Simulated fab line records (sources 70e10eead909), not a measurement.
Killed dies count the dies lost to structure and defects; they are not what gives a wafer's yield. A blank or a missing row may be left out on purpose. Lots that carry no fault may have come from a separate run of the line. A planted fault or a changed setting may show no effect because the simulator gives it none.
Which tool was responsible? / flow nand-harc / Sampling: 20 lots, 60 wafers, 2 of 1302 route steps

WHAT EACH GAUGE READ, for each wafer
NHARC_A_SLIT_OVL_MEAS_10. Usual: overlay-x-nm -0.1 nm, standard deviation 0.72; overlay-y-nm -0.2 nm, standard deviation 0.95.
lot=L074; measured=day 19 22:50; on=overlay-01; overlay-x-nm (nm)=-0.6 -0.2 0.1; overlay-y-nm (nm)=-1.1 -1.5 -1.2; flag=
lot=L075; measured=day 20 07:22; on=overlay-01; overlay-x-nm (nm)=0.8 1.6 1.5; overlay-y-nm (nm)=-0.2 -0.5 0.0; flag=
lot=L077; measured=day 21 01:23; on=overlay-01; overlay-x-nm (nm)=0.4 0.4 -0.3; overlay-y-nm (nm)=0.8 1.3 1.0; flag=
lot=L076; measured=day 21 01:08; on=overlay-02; overlay-x-nm (nm)=0.7 0.4 0.1; overlay-y-nm (nm)=-0.7 -0.5 -0.9; flag=
lot=L079; measured=day 21 12:59; on=overlay-01; overlay-x-nm (nm)=-0.7 -1.5 -1.2; overlay-y-nm (nm)=0.0 0.1 0.3; flag=
lot=L078; measured=day 21 13:19; on=overlay-02; overlay-x-nm (nm)=0.6 0.3 0.4; overlay-y-nm (nm)=0.2 -0.3 0.0; flag=
lot=L080; measured=day 22 21:31; on=overlay-01; overlay-x-nm (nm)=-0.7 -0.8 -0.3; overlay-y-nm (nm)=0.8 0.3 0.2; flag=
lot=L081; measured=day 22 21:43; on=overlay-01; overlay-x-nm (nm)=0.8 0.0 0.4; overlay-y-nm (nm)=0.3 1.1 1.1; flag=
lot=L082; measured=day 23 12:56; on=overlay-01; overlay-x-nm (nm)=-1.1 -1.4 -1.7; overlay-y-nm (nm)=-1.4 -1.9 -1.8; flag=
lot=L083; measured=day 23 19:52; on=overlay-02; overlay-x-nm (nm)=0.6 0.9 1.0; overlay-y-nm (nm)=0.1 0.3 0.1; flag=
lot=L085; measured=day 24 04:04; on=overlay-02; overlay-x-nm (nm)=-0.4 0.2 -0.2; overlay-y-nm (nm)=0.1 0.0 -0.2; flag=
lot=L084; measured=day 24 05:53; on=overlay-02; overlay-x-nm (nm)=-1.1 -1.7 -1.7; overlay-y-nm (nm)=-1.5 -1.3 -1.2; flag=
lot=L086; measured=day 24 19:11; on=overlay-02; overlay-x-nm (nm)=-0.2 -0.1 -0.3; overlay-y-nm (nm)=0.6 0.1 0.5; flag=
lot=L087; measured=day 25 14:38; on=overlay-02; overlay-x-nm (nm)=-0.8 -0.3 -0.8; overlay-y-nm (nm)=0.7 0.9 1.0; flag=
lot=L088; measured=day 26 03:08; on=overlay-02; overlay-x-nm (nm)=-0.5 -0.7 -0.7; overlay-y-nm (nm)=1.2 1.6 1.6; flag=
lot=L092; measured=day 27 04:27; on=overlay-01; overlay-x-nm (nm)=-1.0 -0.6 0.0; overlay-y-nm (nm)=-0.6 -0.5 -0.7; flag=
lot=L093; measured=day 27 20:03; on=overlay-01; overlay-x-nm (nm)=-0.5 -0.3 -0.5; overlay-y-nm (nm)=-1.0 -1.6 -1.1; flag=
lot=L095; measured=day 28 14:02; on=overlay-02; overlay-x-nm (nm)=-0.9 -0.3 -0.2; overlay-y-nm (nm)=-0.2 0.4 -0.5; flag=
lot=L096; measured=day 29 04:32; on=overlay-01; overlay-x-nm (nm)=-0.2 0.7 0.0; overlay-y-nm (nm)=-0.3 -0.7 -0.7; flag=
lot=L097; measured=day 29 03:43; on=overlay-01; overlay-x-nm (nm)=-0.2 0.1 -0.2; overlay-y-nm (nm)=0.8 0.9 0.3; flag=

TOOL THAT RAN EACH LOT (tool first, then ch and the chambers of the sampled wafers, then the start)
lot=L074; NHARC_A_STAIRCASE_ETCHBACK_157=rie-diel-08 ch 0,1, day 19 06:22
lot=L075; NHARC_A_STAIRCASE_ETCHBACK_157=rie-diel-12 ch 1,2, day 19 14:35
lot=L077; NHARC_A_STAIRCASE_ETCHBACK_157=rie-diel-08 ch 2,3, day 20 10:29
lot=L076; NHARC_A_STAIRCASE_ETCHBACK_157=rie-diel-08 ch 0,1,2, day 20 10:42
lot=L079; NHARC_A_STAIRCASE_ETCHBACK_157=rie-diel-08 ch 1,3, day 20 19:08
lot=L078; NHARC_A_STAIRCASE_ETCHBACK_157=rie-diel-12 ch 0,1,3, day 20 19:20
lot=L080; NHARC_A_STAIRCASE_ETCHBACK_157=rie-diel-12 ch 0,2,3, day 22 05:46
lot=L081; NHARC_A_STAIRCASE_ETCHBACK_157=rie-diel-11 ch 1,2,3, day 22 06:55
lot=L082; NHARC_A_STAIRCASE_ETCHBACK_157=rie-diel-08 ch 2,3, day 22 20:58
lot=L083; NHARC_A_STAIRCASE_ETCHBACK_157=rie-diel-12 ch 1,2, day 23 06:25
lot=L085; NHARC_A_STAIRCASE_ETCHBACK_157=rie-diel-11 ch 0,1,3, day 23 14:38
lot=L084; NHARC_A_STAIRCASE_ETCHBACK_157=rie-diel-08 ch 0,2, day 23 15:44
lot=L086; NHARC_A_STAIRCASE_ETCHBACK_157=rie-diel-08 ch 1,2, day 24 05:47
lot=L087; NHARC_A_STAIRCASE_ETCHBACK_157=rie-diel-08 ch 2,3, day 24 23:26
lot=L088; NHARC_A_STAIRCASE_ETCHBACK_157=rie-diel-12 ch 0,3, day 25 12:30
lot=L092; NHARC_A_STAIRCASE_ETCHBACK_157=rie-diel-08 ch 0,1, day 26 15:04
lot=L093; NHARC_A_STAIRCASE_ETCHBACK_157=rie-diel-11 ch 0,2,3, day 27 03:29
lot=L095; NHARC_A_STAIRCASE_ETCHBACK_157=rie-diel-11 ch 1,2,3, day 27 21:03
lot=L096; NHARC_A_STAIRCASE_ETCHBACK_157=rie-diel-11 ch 0,1,2, day 28 14:32
lot=L097; NHARC_A_STAIRCASE_ETCHBACK_157=rie-diel-12 ch 1,2,3, day 28 14:50
- NHARC_A_STAIRCASE_ETCHBACK_157: etches the open film in CH3F/O2, target depth 90 nm, time 167.14 s.

AS READ BY THE TOOLS THEMSELVES (means over the sampled wafers that have a number; for cases with no such wafer, the mark the record gives instead)
NHARC_A_STAIRCASE_ETCHBACK_157. Usual: drypump-motor-current-A 5.8 A, standard deviation 0.48; oes-product-au 0.97 a.u., standard deviation 0.033; rf-vpp-V 244.5 V, standard deviation 2.1; showerhead-plenum-p-Torr 2.47 Torr, standard deviation 0.13; throttle-valve-pct 20.662 %, standard deviation 0.0092.
lot=L074; tool=rie-diel-08; drypump-motor-current-A (A)=5.1; oes-product-au (a.u.)=0.99; rf-vpp-V (V)=244.7; showerhead-plenum-p-Torr (Torr)=2.52; throttle-valve-pct (%)=20.653; flag=
lot=L075; tool=rie-diel-12; drypump-motor-current-A (A)=5.7; oes-product-au (a.u.)=1.00; rf-vpp-V (V)=246.1; showerhead-plenum-p-Torr (Torr)=2.54; throttle-valve-pct (%)=20.662; flag=
lot=L077; tool=rie-diel-08; drypump-motor-current-A (A)=6.0; oes-product-au (a.u.)=0.92; rf-vpp-V (V)=243.4; showerhead-plenum-p-Torr (Torr)=2.36; throttle-valve-pct (%)=20.663; flag=
lot=L076; tool=rie-diel-08; drypump-motor-current-A (A)=5.6; oes-product-au (a.u.)=0.93; rf-vpp-V (V)=245.0; showerhead-plenum-p-Torr (Torr)=2.46; throttle-valve-pct (%)=20.677; flag=
lot=L079; tool=rie-diel-08; drypump-motor-current-A (A)=5.8; oes-product-au (a.u.)=0.92; rf-vpp-V (V)=242.5; showerhead-plenum-p-Torr (Torr)=2.31; throttle-valve-pct (%)=20.667; flag=
lot=L078; tool=rie-diel-12; drypump-motor-current-A (A)=5.8; oes-product-au (a.u.)=1.00; rf-vpp-V (V)=245.5; showerhead-plenum-p-Torr (Torr)=2.52; throttle-valve-pct (%)=20.665; flag=
lot=L080; tool=rie-diel-12; drypump-motor-current-A (A)=6.1; oes-product-au (a.u.)=0.92; rf-vpp-V (V)=243.4; showerhead-plenum-p-Torr (Torr)=2.42; throttle-valve-pct (%)=20.659; flag=
lot=L081; tool=rie-diel-11; drypump-motor-current-A (A)=5.7; oes-product-au (a.u.)=0.96; rf-vpp-V (V)=245.0; showerhead-plenum-p-Torr (Torr)=2.49; throttle-valve-pct (%)=20.666; flag=
lot=L082; tool=rie-diel-08; drypump-motor-current-A (A)=6.2; oes-product-au (a.u.)=1.00; rf-vpp-V (V)=243.3; showerhead-plenum-p-Torr (Torr)=2.40; throttle-valve-pct (%)=20.655; flag=
lot=L083; tool=rie-diel-12; drypump-motor-current-A (A)=6.0; oes-product-au (a.u.)=0.99; rf-vpp-V (V)=244.3; showerhead-plenum-p-Torr (Torr)=2.42; throttle-valve-pct (%)=20.663; flag=
lot=L085; tool=rie-diel-11; drypump-motor-current-A (A)=5.4; oes-product-au (a.u.)=0.93; rf-vpp-V (V)=244.1; showerhead-plenum-p-Torr (Torr)=2.40; throttle-valve-pct (%)=20.655; flag=
lot=L084; tool=rie-diel-08; drypump-motor-current-A (A)=5.3; oes-product-au (a.u.)=1.01; rf-vpp-V (V)=246.3; showerhead-plenum-p-Torr (Torr)=2.55; throttle-valve-pct (%)=20.654; flag=
lot=L086; tool=rie-diel-08; drypump-motor-current-A (A)=6.1; oes-product-au (a.u.)=1.00; rf-vpp-V (V)=246.1; showerhead-plenum-p-Torr (Torr)=2.51; throttle-valve-pct (%)=20.673; flag=
lot=L087; tool=rie-diel-08; drypump-motor-current-A (A)=6.0; oes-product-au (a.u.)=0.99; rf-vpp-V (V)=242.1; showerhead-plenum-p-Torr (Torr)=2.35; throttle-valve-pct (%)=20.666; flag=
lot=L088; tool=rie-diel-12; drypump-motor-current-A (A)=6.1; oes-product-au (a.u.)=0.94; rf-vpp-V (V)=244.1; showerhead-plenum-p-Torr (Torr)=2.44; throttle-valve-pct (%)=20.663; flag=
lot=L092; tool=rie-diel-08; drypump-motor-current-A (A)=5.4; oes-product-au (a.u.)=0.95; rf-vpp-V (V)=247.1; showerhead-plenum-p-Torr (Torr)=2.64; throttle-valve-pct (%)=20.654; flag=
lot=L093; tool=rie-diel-11; drypump-motor-current-A (A)=5.8; oes-product-au (a.u.)=1.00; rf-vpp-V (V)=244.0; showerhead-plenum-p-Torr (Torr)=2.44; throttle-valve-pct (%)=20.664; flag=
lot=L095; tool=rie-diel-11; drypump-motor-current-A (A)=5.7; oes-product-au (a.u.)=0.93; rf-vpp-V (V)=243.7; showerhead-plenum-p-Torr (Torr)=2.47; throttle-valve-pct (%)=20.670; flag=
lot=L096; tool=rie-diel-11; drypump-motor-current-A (A)=5.8; oes-product-au (a.u.)=1.00; rf-vpp-V (V)=244.8; showerhead-plenum-p-Torr (Torr)=2.51; throttle-valve-pct (%)=20.667; flag=
lot=L097; tool=rie-diel-12; drypump-motor-current-A (A)=6.0; oes-product-au (a.u.)=0.99; rf-vpp-V (V)=244.1; showerhead-plenum-p-Torr (Torr)=2.43; throttle-valve-pct (%)=20.663; flag=

THE ANSWER, worked out from the rows above alone
Rule: a lot is off if the mean of its wafers that have a number lies more than 3 standard deviations from the usual mean. A lot without any number at a reading at which 4 lots or more have one is off too. Any other lot the step has rows for is counted as sound. After the gauges, taken in route order, come the tools' own readings; for these a lot's mean is taken, as printed above. The first step at which some lot is off is used, and at that step the reading that is off furthest; a lot without a number counts as furthest.
None of the lots is off at any reading shown; this tells nothing.

WHAT THE SIMULATOR PUT IN
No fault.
